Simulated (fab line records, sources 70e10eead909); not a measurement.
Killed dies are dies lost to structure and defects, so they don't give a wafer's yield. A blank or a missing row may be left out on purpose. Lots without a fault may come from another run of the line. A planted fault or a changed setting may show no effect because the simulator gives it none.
Problem report in the 8D (eight disciplines) form, filled by code | flow nand_harc | the parts of the form that need people (team, actions taken, sign-off) are left out

1. THE PROBLEM
killed_at_array at NHARC_END_SORT_01 reads a mean of 101 on 1 wafer of 1 lot; wafers without a fault read 27 with a standard deviation of 9.9. That is +7.5 standard deviations from the usual mean.
First seen on wafer L147.3, day 24 07:26, on prober-02. The record holds 1 wafer of 1 lot with a number at this step. Rule for "out", or "out of limits": more than 4 standard deviations from the usual mean. The other wafers with a number count as sound.

2. WHAT IT IS AND WHAT IT IS NOT
question                    | is                           | is not
which readings at this step | killed_at_array, killed_dies | killed_at_other, killed_at_periphery, killed_open
which lots                  | L147                         | -
which wafers of those lots  | all that have a number       | -
read on which gauges        | prober-02                    | -
when                        | from day 24 07:26            | up to then (0 sound wafers)

3. SUSPECTS, AND WHAT RULES EACH OUT
Counting: a tool at a process step up to the reading stays a suspect if it ran every lot that is out and no sound lot after the first of them.
- the gauge at NHARC_END_SORT_01: kept. All the wafers that are out were read on prober-02, and no step on other tools shows them out.
- rie_si-01 at NHARC_A_WL_FILL_ETCHBACK_26 (etches the open film in HBr, target depth 52 nm, time 13.3 s): kept. It ran the lot that is out, L147 (day 19 20:30), and no sound lot after that.
- rie_diel-08 at NHARC_A_BONDPAD_DESCUM_11 (chemistry O2, time 3 s): kept. It ran the lot that is out, L147 (day 23 06:31), and no sound lot after that.
- rie_diel-06 at NHARC_A_BONDPAD_ETCH_24 (etches the open film in CF4/N2, target depth 30 nm, time 72.99 s): kept. It ran the lot that is out, L147 (day 23 15:23), and no sound lot after that. NHARC_A_BONDPAD_ETCH_24 gives no start for some lots, so the hours and the order of its lots are those of NHARC_HYBRID_BOND_OVL_MEAS_05.
Left after counting: rie_si-01 at NHARC_A_WL_FILL_ETCHBACK_26, rie_diel-08 at NHARC_A_BONDPAD_DESCUM_11, rie_diel-06 at NHARC_A_BONDPAD_ETCH_24, prober-02 at NHARC_END_SORT_01.

4. THE CAUSE (what the simulator had put in)
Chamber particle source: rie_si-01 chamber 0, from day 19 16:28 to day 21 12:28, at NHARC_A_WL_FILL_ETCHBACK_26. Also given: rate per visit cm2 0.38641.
Counting left 4 suspects, and this tool is among them.

5. THE CHAIN OF EFFECTS, in route order
Each row: a reading whose mean over the struck wafers that have a number lies more than 3 standard deviations from the usual. Only readings for which the record gives a usual standard deviation are gone through. hours: the time from each lot's start at the first step in this table that gives one to its start at this step, as a median over the lots. sigmas: the change in usual standard deviations.
hours | step                      | reading         | usual  | on struck wafers | change | sigmas
0     | NHARC_A_BONDPAD_DESCUM_11 | rf_vpp_V        | 57.7 V | 60.6             | +2.9   | +3.0
25    | NHARC_END_SORT_01         | killed_at_array | 27     | 101              | +74    | +7.5
25    | NHARC_END_SORT_01         | killed_dies     | 31     | 105              | +74    | +7.4
The process steps in it:
- NHARC_A_BONDPAD_DESCUM_11: chemistry O2, time 3 s.

6. WHAT WOULD HAVE CAUGHT IT SOONER
In this record the first reading out of limits at a measuring or inspecting step was taken at day 24 07:26, 111 hours after the fault began at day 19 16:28.
Of the tool readings at NHARC_A_WL_FILL_ETCHBACK_26 for which the record gives a usual standard deviation, none was out on any struck wafer, so an alarm limit of 4 standard deviations on them would not have fired.
All the lots that are out (1) had begun NHARC_A_WL_FILL_ETCHBACK_26 on rie_si-01 by day 24 07:26. A hold on the tool at that time would have spared none of them.
